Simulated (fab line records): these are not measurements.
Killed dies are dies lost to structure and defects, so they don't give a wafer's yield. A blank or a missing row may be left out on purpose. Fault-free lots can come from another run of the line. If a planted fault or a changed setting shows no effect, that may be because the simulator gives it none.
Struck lot and sound lot, side by side | flow nand_harc | 13 out of 1302 route steps
Sound: these wafers, L453.1, L453.3, L453.4. Wafers L467.2, L467.3, L467.6 were the ones struck. At the end, the cause is stated.
At each step with rows: each side's tool, then ch and its chambers, then its first start. Under that, the readings that differ: sound wafers | struck wafers | difference of the means | sigmas: that difference in standard deviations of wafers without a fault.
alike: same words and numbers on both sides, and readings whose means sit less than 2 such deviations apart. not compared: any withheld reading, any reading some wafer has no value for, any bound like >300 that may hide the same value, and any number with overlapping values for which the record gives no deviation.
Wherever a step has rows on one side only, a row that says differs or no value, or a row with sigmas, the two part there. Numbers that have no deviation but don't overlap get no sigmas and don't part them. A reading missing from all wafers of one side parts the sides only when that side holds two or more wafers.

first, 7 steps without rows for these wafers: NHARC_A_STAIRCASE_EBR_180; NHARC_A_STAIRCASE_EXPOSE_181 (exposes mask STAIR 2); NHARC_A_STAIRCASE_PEB_182 (peb time 130 s); NHARC_A_STAIRCASE_DEVELOP_183 (time 140 s); NHARC_A_STAIRCASE_HARDBAKE_185 (time 140 s); NHARC_A_STAIRCASE_DESCUM_186 (chemistry O2, time 3 s); NHARC_A_STAIRCASE_TRIM_187 (chemistry O2, time 211.2 s).
NHARC_A_STAIRCASE_ETCH_188: etches the open film in C4F8/O2, target depth 100 nm, time 40.5 s.
  sound on rie_diel-05 ch 0,1,3; struck on rie_diel-07 ch 1,3
  alike: oes_product_au, rf_vpp_V, run_length_s
  not compared: rf_hours_counter_h
NHARC_A_STAIRCASE_TRIM_189: chemistry O2, time 211.2 s.
  sound on rie_diel-05 ch 0,1,3; struck on rie_diel-07 ch 2,3
  alike: drypump_motor_current_A, mfc_ar_sccm, oes_product_au, rf_vpp_V, showerhead_plenum_p_Torr, throttle_valve_pct
  not compared: rf_hours_counter_h
NHARC_A_STAIRCASE_ETCH_190: etches the open film in C4F8/O2, target depth 100 nm, time 40.5 s.
  sound on rie_diel-05 ch 0,1,3; struck on rie_diel-07 ch 0,2,3
  alike: oes_product_au, rf_vpp_V, run_length_s
  not compared: rf_hours_counter_h
NHARC_A_STAIRCASE_TRIM_191: chemistry O2, time 211.2 s.
  sound on rie_diel-05 ch 0,2,3; struck on rie_diel-07 ch 0,2
  alike: drypump_motor_current_A, mfc_ar_sccm, oes_product_au, rf_vpp_V, showerhead_plenum_p_Torr, throttle_valve_pct
  not compared: rf_hours_counter_h
NHARC_A_STAIRCASE_ETCH_192: etches the open film in C4F8/O2, target depth 100 nm, time 40.5 s.
  sound on rie_diel-05 ch 0,1,3, day 16 22:34; struck on rie_diel-07 ch 0,2,3, day 22 09:59
  reading          | sound          | struck         | difference | sigmas
  run_length_s (s) | 62.0 61.3 62.4 | 40.8 41.4 40.7 | -20.9      | -39
  alike: oes_product_au, rf_vpp_V
  not compared: rf_hours_counter_h
NHARC_A_STAIRCASE_TRIM_193: chemistry O2, time 211.2 s.
  sound on rie_diel-05 ch 0,2,3; struck on rie_diel-07 ch 0,1
  alike: drypump_motor_current_A, mfc_ar_sccm, oes_product_au, rf_vpp_V, showerhead_plenum_p_Torr, throttle_valve_pct
  not compared: rf_hours_counter_h

== WHERE THEY PART ==
Only at NHARC_A_STAIRCASE_ETCH_192, as far as this record shows. Later steps at which nothing parts them and some readings are alike: NHARC_A_STAIRCASE_TRIM_193.

WHY: what the simulator had put in
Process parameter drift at NHARC_A_STAIRCASE_ETCH_192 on rie_diel-07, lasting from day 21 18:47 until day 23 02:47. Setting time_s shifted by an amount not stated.
